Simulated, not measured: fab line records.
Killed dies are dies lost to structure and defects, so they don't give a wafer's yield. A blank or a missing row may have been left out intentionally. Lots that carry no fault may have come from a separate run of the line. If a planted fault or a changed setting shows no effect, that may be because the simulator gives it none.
fab line records	flow n5-finfet
record lots=6	wafers=18	last-day=19
route steps=1938 shown BEOL_M10@1531 BEOL_M11@1536
lots that met no fault: from a run of the same line without faults
start-h: hours from the record's first day to the start of the lot's first wafer shown	wait-h: hours since the lot's step before	" as in the row above	L1.1+2: several wafers, shown together as one row	- value missing, or start not given	* or withheld: withheld	< > ~ a bound
route shown NAME@n: a module of which the file shows steps, and the number in the route of the first	usual: average and standard deviation across the fault-free wafers	same: alike in all rows	chamber/n: place in a boat	sites: the reading at each site	_std_site: standard deviation across them	_edge_site: inner sites' mean taken away from outer sites' mean	radius-mm: for every site, how far away it sits from the centre of the wafer	mask NAME#n: copy n	behind: tool/chamber where the wafer was last shaped	hold: why the lot went on hold/how many hours it stayed there/how the hold came to an end	device: whichever transistor did not switch (one of n, p or np)	end of line: the route-end tests of the same wafers	a step given without rows: its recipe and nothing more	killed: not the wafer's yield, but the dies lost to structure and defects at the first sort	map: shows each die of a wafer: x if killed, . if not, _ if none is there
set.NAME: the setting the step ran with; set.NAME@STEP: the setting that earlier step ran with	model.NAME: the simulator's own value behind a step, which no gauge read
lots at selected steps of the route; one table per step, one row per wafer
services: from which hour (start-h, from the record's first day; less than 0 if before it) a tool's chamber was out of use, for how many hours, and why
## steps
# step N5_BEOL_M10_THK_MEAS_53
# recipe thk-meas-gauge=xrf	reads=Cu_of_BEOL_M10_ECD_50
# usual M10_THK=137.8/2.5
lot.wafer	tool	chamber	start-h	wait-h	M10_THK[nm]
L575.1	film-metro-02	-	245.91	-	138.2
L575.3	"	-	"	"	135.4
L575.6	"	-	"	"	138.1
L578.2	film-metro-02	-	271.09	-	132.1
L578.3	"	-	"	"	140.4
L578.6	"	-	"	"	140.0
L585.1	film-metro-02	-	347.20	-	144.5
L585.2	"	-	"	"	139.8
L585.5	"	-	"	"	136.4
L587.3	film-metro-01	-	360.44	-	132.6
L587.4	"	-	"	"	133.5
L587.6	"	-	"	"	138.8
L594.3	film-metro-01	-	382.53	-	134.1
L594.4	"	-	"	"	135.1
L594.5	"	-	"	"	138.7
L596.3	film-metro-01	-	390.92	-	137.4
L596.5	"	-	"	"	138.4
L596.6	"	-	"	"	137.8
# step N5_BEOL_M10_PRE_CLEAN_55
# recipe gas=NH3	time-s=15	temp-c=withheld	rf-power-w=300
# step N5_BEOL_M10_DEP_56
# recipe material=SiCN	target-thk-a=150	temp-c=withheld	precursor=3MS/NH3	pressure-torr=3	rf-w=202	time-s=26.5
# usual chamber-pressure-Torr=3.001/0.0068	showerhead-plenum-p-Torr=3.659/0.013	throttle-valve-pct=9.2/0.53
lot.wafer	tool	chamber	start-h	wait-h	chamber-pressure-Torr	showerhead-plenum-p-Torr	throttle-valve-pct
L575.1	pecvd-04	0	245.97	0.0	3.008	3.667	9.0
L575.3	"	2	"	"	2.999	3.645	8.4
L575.6	"	1	"	"	2.996	3.661	10.0
L578.2	pecvd-04	1	271.15	0.0	2.989	3.662	10.0
L578.3	"	0	"	"	2.996	3.661	9.2
L578.6	"	1	"	"	3.001	3.664	10.3
L585.1	pecvd-02	2	347.26	0.0	3.007	3.646	8.4
L585.2	"	0	"	"	3.006	3.680	9.5
L585.5	"	1	"	"	3.003	3.657	8.9
L587.3	pecvd-04	1	360.53	0.0	2.995	3.652	10.1
L587.4	"	2	"	"	2.991	3.651	8.6
L587.6	"	1	"	"	2.991	3.662	10.2
L594.3	pecvd-01	1	382.59	0.0	3.006	3.655	9.3
L594.4	"	0	"	"	3.004	3.656	9.4
L594.5	"	2	"	"	2.997	3.678	8.6
L596.3	pecvd-01	0	390.98	0.0	3.012	3.642	9.4
L596.5	"	1	"	"	3.000	3.652	9.2
L596.6	"	2	"	"	3.010	3.669	8.9
# step N5_BEOL_M10_RS_MEAS_57
# recipe thk-meas-gauge=four-point-probe	reads=Cu_of_BEOL_M10_ECD_50+Co_of_BEOL_M10_CVD_75+TaN_of_BEOL_M10_ALD_74
# usual M10_RS=0.1507/0.003
lot.wafer	tool	chamber	start-h	wait-h	M10_RS[ohm/sq]
L575.1	film-metro-02	-	246.05	0.1	0.1505
L575.3	"	-	"	"	0.1539
L575.6	"	-	"	"	0.1502
L578.2	film-metro-02	-	271.23	0.1	0.1590
L578.3	"	-	"	"	0.1481
L578.6	"	-	"	"	0.1495
L585.1	film-metro-02	-	347.33	0.1	0.1438
L585.2	"	-	"	"	0.1490
L585.5	"	-	"	"	0.1517
L587.3	film-metro-01	-	360.61	0.1	0.1551
L587.4	"	-	"	"	0.1539
L587.6	"	-	"	"	0.1478
L594.3	film-metro-01	-	382.66	0.1	0.1549
L594.4	"	-	"	"	0.1529
L594.5	"	-	"	"	0.1489
L596.3	film-metro-01	-	391.06	0.1	0.1492
L596.5	"	-	"	"	0.1474
L596.6	"	-	"	"	0.1489
# step N5_BEOL_M10_INSPECT_58
# recipe inspect-instrument=darkfield	mode=post-dep
# usual raw-defect-count=72/21
lot.wafer	tool	chamber	start-h	wait-h	raw-defect-count
L575.1	defect-inspect-02	-	246.07	0.0	57
L575.3	"	-	"	"	97
L575.6	"	-	"	"	47
L578.2	defect-inspect-01	-	271.25	0.0	103
L578.3	"	-	"	"	92
L578.6	"	-	"	"	79
L585.1	defect-inspect-01	-	347.36	0.0	61
L585.2	"	-	"	"	77
L585.5	"	-	"	"	85
L587.3	defect-inspect-01	-	360.64	0.0	56
L587.4	"	-	"	"	47
L587.6	"	-	"	"	62
L594.3	defect-inspect-02	-	382.69	0.0	82
L594.4	"	-	"	"	65
L594.5	"	-	"	"	78
L596.3	defect-inspect-02	-	391.08	0.0	64
L596.5	"	-	"	"	83
L596.6	"	-	"	"	56
# step N5_BEOL_M11_ILD_DEP_00
# recipe material=SiCOH_lowk	target-thk-a=3085.1	temp-c=300	precursor=DEMS/porogen	pressure-torr=5	rf-w=500	time-s=58
# usual chamber-pressure-Torr=5.002/0.011	heater-power-w=340/59	showerhead-plenum-p-Torr=5.729/0.014	throttle-valve-pct=14.0/0.87
lot.wafer	tool	chamber	start-h	wait-h	chamber-pressure-Torr	heater-power-w	showerhead-plenum-p-Torr	throttle-valve-pct
L575.1	pecvd-04	2	246.11	0.0	4.974	398	5.707	12.9
L575.3	"	1	"	"	4.987	296	5.721	15.4
L575.6	"	0	"	"	4.991	263	5.729	13.9
L578.2	pecvd-04	2	271.29	0.0	5.018	400	5.708	13.3
L578.3	"	0	"	"	5.001	280	5.741	14.1
L578.6	"	0	"	"	4.992	287	5.741	14.3
L585.1	pecvd-04	1	347.40	0.0	5.009	321	5.758	15.5
L585.2	"	2	"	"	5.023	451	5.723	13.1
L585.5	"	1	"	"	5.007	261	5.732	15.8
L587.3	pecvd-04	2	360.70	0.1	5.001	439	5.705	13.7
L587.4	"	1	"	"	4.987	275	5.731	15.1
L587.6	"	2	"	"	5.005	440	5.711	13.3
L594.3	pecvd-02	1	382.72	0.0	5.004	260	5.726	13.9
L594.4	"	2	"	"	5.003	363	5.719	13.1
L594.5	"	0	"	"	5.013	353	5.751	14.8
L596.3	pecvd-04	0	391.12	0.0	4.998	284	5.739	14.2
L596.5	"	2	"	"	4.978	452	5.698	13.1
L596.6	"	1	"	"	5.019	324	5.740	15.6
# step N5_BEOL_M11_CURE_71
# recipe temp-c=385	time-s=240	ambient=He/Ar	material=SiCOH_lowk
# step N5_BEOL_M11_THK_MEAS_01
# recipe reads=SiCOH_lowk_of_BEOL_M11_ILD_DEP_00
# usual M11_ILD_THK=268/4
lot.wafer	tool	chamber	start-h	wait-h	M11_ILD_THK[nm]
L575.1	film-metro-02	-	247.18	0.8	267
L575.3	"	-	"	"	270
L575.6	"	-	"	"	269
L578.2	film-metro-02	-	271.88	0.4	269
L578.3	"	-	"	"	268
L578.6	"	-	"	"	273
L585.1	film-metro-01	-	349.19	0.4	269
L585.2	"	-	"	"	266
L585.5	"	-	"	"	274
L587.3	film-metro-01	-	361.29	0.3	273
L587.4	"	-	"	"	274
L587.6	"	-	"	"	276
L594.3	film-metro-02	-	383.31	0.3	263
L594.4	"	-	"	"	273
L594.5	"	-	"	"	269
L596.3	film-metro-01	-	391.71	0.3	265
L596.5	"	-	"	"	271
L596.6	"	-	"	"	276
# step N5_BEOL_M11_PECVD_70
# recipe material=SiO2	target-thk-a=200	temp-c=400	precursor=TEOS/O2	pressure-torr=5.5	rf-w=450	teos-flow-sccm=53.8	gas=O2	flow-sccm=3000	time-s=22.7
# usual chamber-pressure-Torr=5.500/0.013	heater-power-w=764/110	showerhead-plenum-p-Torr=8.75/0.054	throttle-valve-pct=22.2/1.2
lot.wafer	tool	chamber	start-h	wait-h	chamber-pressure-Torr	heater-power-w	showerhead-plenum-p-Torr	throttle-valve-pct
L575.1	pecvd-02	0	247.22	0.0	5.500	762	8.88	24.0
L575.3	"	1	"	"	5.485	581	8.74	22.8
L575.6	"	0	"	"	5.505	755	8.86	23.9
L578.2	pecvd-03	0	271.92	0.0	5.544	798	8.71	21.7
L578.3	"	2	"	"	5.509	764	8.77	21.2
L578.6	"	1	"	"	5.488	643	8.72	21.6
L585.1	pecvd-02	1	349.24	0.0	5.485	690	8.74	22.7
L585.2	"	2	"	"	5.503	709	8.71	20.6
L585.5	"	1	"	"	5.505	698	8.75	22.4
L587.3	pecvd-03	1	361.33	0.0	5.504	620	8.70	21.4
L587.4	"	2	"	"	5.535	989	8.77	21.5
L587.6	"	0	"	"	5.501	750	8.73	21.9
L594.3	pecvd-03	1	383.35	0.0	5.514	606	8.71	21.7
L594.4	"	0	"	"	5.511	681	8.73	21.8
L594.5	"	1	"	"	5.504	597	8.70	21.5
L596.3	pecvd-03	0	391.75	0.0	5.510	791	8.73	21.6
L596.5	"	2	"	"	5.479	939	8.76	21.5
L596.6	"	1	"	"	5.492	730	8.71	21.7
# step N5_BEOL_M11_HM_DEP_02
# recipe material=TiN	target-thk-a=200	temp-c=25	chamber-pressure-pa=0.49996
# step N5_BEOL_M11_COAT_59
# recipe resist=SOC	temp-c=250	time-s=60	spin-rpm=1500	resist-thk-nm=100
# step N5_BEOL_M11_COAT_60
# recipe resist=SiARC	temp-c=220	time-s=60	spin-rpm=1500	resist-thk-nm=30
# step N5_BEOL_M11_COAT_05
# recipe resist=CAR-ArF	spin-rpm=1500	resist-thk-nm=90
# usual spin-speed-rpm=1500.1/1.3
lot.wafer	tool	chamber	start-h	wait-h	spin-speed-rpm	model.CAR-ArF_of_BEOL_M11_COAT_05.thk-nm
L575.1	litho-track-01	0	248.58	-	1500.1	90.2
L575.3	"	0	"	"	1499.7	90
L575.6	"	0	"	"	1501.5	90.4
L578.2	litho-track-01	0	273.05	-	1503.0	90.4
L578.3	"	0	"	"	1502.7	90
L578.6	"	0	"	"	1502.3	90.4
L585.1	litho-track-05	0	350.36	-	1138.7	103.4
L585.2	"	0	"	"	1138.8	104
L585.5	"	0	"	"	1137.1	103.6
L587.3	litho-track-05	0	362.35	-	1142.0	103.4
L587.4	"	0	"	"	1139.0	103.6
L587.6	"	0	"	"	1138.9	103.4
L594.3	litho-track-01	0	384.65	-	1498.8	89.8
L594.4	"	0	"	"	1501.3	90
L594.5	"	0	"	"	1499.5	89.6
L596.3	litho-track-01	0	393.40	-	1499.6	90.2
L596.5	"	0	"	"	1497.8	90
L596.6	"	0	"	"	1500.4	90
# step N5_BEOL_M11_EBR_07
# recipe solvent=PGMEA	ebr-width-mm=1.5
# step N5_BEOL_M11_SOFTBAKE_06
# recipe temp-c=110	time-s=60	resist=CAR-ArF
# step N5_BEOL_M11_EXPOSE_08
# recipe mask-id=M11	na=1.35	source-shape=dipole	sigma-inner=0.411	sigma-outer=0.611	polarization=te	dose-mj=53.75
# step N5_BEOL_M11_PEB_09
# recipe peb-temp-c=withheld	peb-time-s=60	resist=CAR-ArF
# step N5_BEOL_M11_DEVELOP_10
# recipe develop-time-s=30	developer=TMAH	resist=CAR-ArF	rinse-liquid=diw	dry=air-spin	dev-temp-c=23
# step N5_BEOL_M11_CD_MEAS_11
# recipe target-cd-nm=64.1	landing-energy-ev=500	detector=se-inlens	polarity=opening
# usual cd-nm=64.1/0.57
lot.wafer	tool	chamber	start-h	wait-h	cd-nm
L575.1	cd-sem-03	0	248.82	-	63.8
L575.3	"	0	"	"	63.5
L575.6	"	0	"	"	63.8
L578.2	cd-sem-01	0	273.45	-	64.4
L578.3	"	0	"	"	64.0
L578.6	"	0	"	"	63.6
L585.1	cd-sem-03	0	350.72	-	64.3
L585.2	"	0	"	"	63.5
L585.5	"	0	"	"	63.8
L587.3	cd-sem-01	0	362.71	-	62.7
L587.4	"	0	"	"	63.3
L587.6	"	0	"	"	63.4
L594.3	cd-sem-03	0	384.89	-	64.6
L594.4	"	0	"	"	64.2
L594.5	"	0	"	"	64.6
L596.3	cd-sem-01	0	393.64	-	63.6
L596.5	"	0	"	"	63.7
L596.6	"	0	"	"	64.4
# step N5_BEOL_M11_OVL_MEAS_12
# recipe points-per-wafer=44
# usual M11_OVL=0.1/0.83
lot.wafer	tool	chamber	start-h	wait-h	M11_OVL[nm]
L575.1	overlay-02	0	248.85	0.0	1.2
L575.3	"	0	"	"	-0.6
L575.6	"	0	"	"	0.7
L578.2	overlay-02	0	273.48	0.0	1.2
L578.3	"	0	"	"	1.0
L578.6	"	0	"	"	1.2
L585.1	overlay-02	0	350.75	0.0	0.0
L585.2	"	0	"	"	1.0
L585.5	"	0	"	"	-0.4
L587.3	overlay-01	0	362.74	0.0	1.9
L587.4	"	0	"	"	1.5
L587.6	"	0	"	"	0.4
L594.3	overlay-02	0	384.92	0.0	-1.2
L594.4	"	0	"	"	-0.4
L594.5	"	0	"	"	-0.5
L596.3	overlay-01	0	393.66	0.0	0.3
L596.5	"	0	"	"	-0.2
L596.6	"	0	"	"	0.4
# step N5_BEOL_M11_INSPECT_13
# recipe mode=adi	inspect-instrument=brightfield
# usual raw-defect-count=425/88
lot.wafer	tool	chamber	start-h	wait-h	raw-defect-count
L575.1	defect-inspect-02	-	248.88	0.0	325
L575.3	"	-	"	"	432
L575.6	"	-	"	"	394
L578.2	defect-inspect-02	-	273.51	0.0	494
L578.3	"	-	"	"	527
L578.6	"	-	"	"	493
L585.1	defect-inspect-02	-	350.78	0.0	348
L585.2	"	-	"	"	369
L585.5	"	-	"	"	463
L587.3	defect-inspect-01	-	362.77	0.0	405
L587.4	"	-	"	"	387
L587.6	"	-	"	"	367
L594.3	defect-inspect-02	-	384.94	0.0	348
L594.4	"	-	"	"	291
L594.5	"	-	"	"	365
L596.3	defect-inspect-02	-	393.69	0.0	316
L596.5	"	-	"	"	421
L596.6	"	-	"	"	369
# step N5_BEOL_M11_DESCUM_16
# recipe chemistry=O2	time-s=7.9	source-power-w=50	bias-power-w=20	pressure-mtorr=20	rf-frequency-hz=2.712e+07	temp-c=40	resist=CAR-ArF	o2-flow-sccm=225
# usual drypump-motor-current-A=5.6/0.48	oes-product-au=0.83/0.1	rf-vpp-V=243.3/1.4	showerhead-plenum-p-Torr=2.11/0.078	throttle-valve-pct=20.26/0.23
lot.wafer	tool	chamber	start-h	wait-h	drypump-motor-current-A	oes-product-au	rf-hours-counter-h	rf-vpp-V	showerhead-plenum-p-Torr	throttle-valve-pct
L575.1	rie-diel-05	1	249.33	0.5	5.4	0.84	77	246.0	2.20	20.09
L575.3	"	0	"	"	5.6	0.95	16	243.2	2.07	20.41
L575.6	"	1	"	"	5.4	0.84	-	244.0	2.20	20.12
L578.2	rie-diel-03	3	273.54	0.0	5.1	0.80	81	244.6	2.10	20.18
L578.3	"	0	"	"	5.1	0.70	223	244.3	2.14	20.43
L578.6	"	1	"	"	6.3	0.91	-	241.3	2.05	19.91
L585.1	rie-diel-03	1	350.81	0.0	6.3	0.85	46	242.9	2.04	19.94
L585.2	"	3	"	"	5.1	0.76	106	244.5	2.09	20.20
L585.5	"	1	"	"	6.4	0.86	-	243.8	2.04	19.96
L587.3	rie-diel-02	3	362.80	0.0	6.0	0.68	247	242.0	1.97	20.49
L587.4	"	2	"	"	5.6	0.69	-	243.8	2.16	20.40
L587.6	"	1	"	"	6.4	0.72	-	239.9	2.00	20.64
L594.3	rie-diel-05	0	385.15	0.2	5.6	0.87	49	241.8	2.06	20.50
L594.4	"	2	"	"	5.6	0.90	39	244.5	2.25	20.38
L594.5	"	1	"	"	5.4	0.79	-	245.5	2.19	20.16
L596.3	rie-diel-02	1	393.95	0.3	6.4	0.70	197	242.5	2.00	20.68
L596.5	"	1	"	"	6.4	0.70	-	241.1	1.99	20.66
L596.6	"	0	"	"	5.0	0.91	-	244.3	2.14	19.81
# step N5_BEOL_M11_ETCH_61
# recipe chemistry=CF4	target=SiARC	target-depth-a=390	mask-material=CAR-ArF	time-s=65	ion-energy-ev=80	pressure-mtorr=40	source-w=545	bias-w=36	Ar_flow_sccm=100	cf4-flow-sccm=100	ends=cleared
# usual drypump-motor-current-A=5.6/0.49	etch-rf-on-time-s=65.3/1.7	oes-product-au=0.70/0.088	rf-vpp-V=184.4/1.2	showerhead-plenum-p-Torr=2.16/0.071	throttle-valve-pct=15.45/0.25
lot.wafer	tool	chamber	start-h	wait-h	drypump-motor-current-A	etch-rf-on-time-s	oes-product-au	rf-hours-counter-h	rf-vpp-V	showerhead-plenum-p-Torr	throttle-valve-pct	model.CAR-ArF_of_BEOL_M11_COAT_05.thk-nm
L575.1	rie-diel-05	1	249.37	0.0	5.4	63.5	0.72	77	185.2	2.26	15.39	55.6
L575.3	"	0	"	"	5.5	64.4	0.80	16	183.7	2.10	15.44	55.4
L575.6	"	1	"	"	5.4	63.6	0.71	-	185.1	2.26	15.40	56
L578.2	rie-diel-03	3	273.57	0.0	5.1	64.7	0.69	81	182.7	2.17	15.45	56
L578.3	"	0	"	"	5.1	63.7	0.61	223	184.0	2.20	15.69	55.6
L578.6	"	1	"	"	6.4	63.9	0.78	-	182.6	2.10	15.11	55.8
L585.1	rie-diel-03	1	350.85	0.0	6.3	63.9	0.74	46	182.4	2.09	15.16	68.8
L585.2	"	3	"	"	5.2	66.0	0.65	106	185.6	2.16	15.49	69.6
L585.5	"	1	"	"	6.4	64.0	0.73	-	183.1	2.09	15.14	69.2
L587.3	rie-diel-02	3	362.83	0.0	6.0	67.0	0.58	247	182.8	2.04	15.87	69
L587.4	"	2	"	"	5.6	69.8	0.57	-	186.4	2.18	15.54	69
L587.6	"	1	"	"	6.4	68.0	0.61	-	184.8	2.06	15.88	68.8
L594.3	rie-diel-05	0	385.19	0.0	5.6	65.8	0.74	49	184.6	2.08	15.51	55.4
L594.4	"	2	"	"	5.6	63.6	0.77	39	185.9	2.27	15.39	55.4
L594.5	"	1	"	"	5.5	64.0	0.69	-	185.8	2.24	15.46	55.2
L596.3	rie-diel-02	1	393.99	0.0	6.4	66.3	0.60	197	183.4	2.06	15.92	56
L596.5	"	1	"	"	6.4	67.2	0.61	-	181.1	2.06	15.91	55.6
L596.6	"	0	"	"	5.0	62.6	0.78	-	185.4	2.19	15.03	55.6
# step N5_BEOL_M11_ETCH_62
# recipe chemistry=N2/H2	target=SOC	target-depth-a=1100	overetch-a=220	mask-material=SiARC	temp-c=40	time-s=165	ion-energy-ev=200	pressure-mtorr=30	source-w=840	bias-w=150	n2-flow-sccm=200	h2-flow-sccm=200
# usual drypump-motor-current-A=5.6/0.49	n2-flow-sccm=199.9/0.65	oes-product-au=0.70/0.082	rf-vpp-V=524.5/2.7	showerhead-plenum-p-Torr=2.55/0.094	throttle-valve-pct=17.58/0.21
lot.wafer	tool	chamber	start-h	wait-h	drypump-motor-current-A	n2-flow-sccm	oes-product-au	rf-hours-counter-h	rf-vpp-V	showerhead-plenum-p-Torr	throttle-valve-pct
L575.1	rie-diel-05	1	249.42	0.0	5.5	198.6	0.70	77	527.4	2.68	17.45
L575.3	"	0	"	"	5.6	199.6	0.79	16	521.2	2.49	17.63
L575.6	"	1	"	"	5.4	199.4	0.70	-	528.5	2.68	17.47
L578.2	rie-diel-03	3	273.62	0.0	5.2	198.9	0.67	81	525.5	2.58	17.71
L578.3	"	0	"	"	5.1	199.9	0.60	223	525.5	2.61	17.76
L578.6	"	1	"	"	6.4	199.6	0.77	-	520.6	2.48	17.26
L585.1	rie-diel-03	1	350.90	0.0	6.3	199.5	0.73	46	522.8	2.47	17.32
L585.2	"	3	"	"	5.2	199.7	0.66	106	523.9	2.57	17.74
L585.5	"	1	"	"	6.4	199.9	0.73	-	522.7	2.47	17.33
L587.3	rie-diel-02	3	362.88	0.0	6.0	200.3	0.59	247	520.4	2.38	17.73
L587.4	"	2	"	"	5.5	199.6	0.59	-	527.5	2.61	17.82
L587.6	"	1	"	"	6.5	200.6	0.62	-	521.4	2.41	17.89
L594.3	rie-diel-05	0	385.24	0.0	5.6	198.9	0.74	49	522.2	2.48	17.69
L594.4	"	2	"	"	5.6	200.4	0.76	39	527.3	2.69	17.52
L594.5	"	1	"	"	5.4	200.8	0.67	-	527.8	2.66	17.52
L596.3	rie-diel-02	1	394.04	0.0	6.4	199.1	0.61	197	520.9	2.41	17.92
L596.5	"	1	"	"	6.4	199.4	0.61	-	520.6	2.41	17.93
L596.6	"	0	"	"	5.0	200.0	0.76	-	525.2	2.59	17.21
## services
tool	chamber	start-h	hours	kind
rie-diel-03	2	225.93	-	clean
rie-diel-03	2	225.93	-	consumable-replace:focus-ring
rie-diel-03	2	225.93	25.0	scheduled-down
rie-diel-03	2	225.93	25.0	vent-cycle
rie-diel-02	1	229.90	7.5	repair
rie-diel-02	0	237.40	-	clean
rie-diel-03	-	240.30	14.6	pm
rie-diel-05	1	270.40	3.0	repair
rie-diel-02	0	274.42	7.1	repair
pecvd-04	-	288.42	33.3	repair
pecvd-02	-	297.46	0.3	repair
pecvd-04	-	328.99	0.3	repair
rie-diel-05	1	330.57	3.3	repair
rie-diel-03	2	333.39	19.1	repair
rie-diel-05	-	333.75	0.4	repair
pecvd-04	0	344.54	23.9	repair
pecvd-03	2	344.90	2.2	repair
rie-diel-02	0	350.54	31.6	repair
pecvd-02	-	369.11	3.9	repair
pecvd-04	-	382.97	0.7	repair
rie-diel-05	-	385.81	4.3	pm
rie-diel-03	-	388.37	4.3	pm
pecvd-02	-	388.53	28.1	pm
rie-diel-05	3	390.15	6.0	repair
## key
first-sign step=N5_BEOL_M11_COAT_05	reading=spin-speed-rpm	direction=down	sigmas=99+	usual=*	struck=*
effect none on later readings
model-effect step=N5_BEOL_M11_COAT_05	value=CAR-ArF_of_BEOL_M11_COAT_05.thk-nm	without=90.27	struck=103.6
model-effect step=N5_BEOL_M11_ETCH_61	value=CAR-ArF_of_BEOL_M11_COAT_05.thk-nm	without=55.73	struck=69.07
met-at N5_BEOL_M11_COAT_05
struck-wafers L585.1,L585.2,L585.5,L587.3,L587.4,L587.6
fault kind=process-parameter-drift	tool=litho-track-05	chamber=-	onset-h=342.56	steps=N5_BEOL_M11_COAT_05	channel=spin-rpm	offset=*	shape=step	end-h=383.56	acts-in=*	stated=*
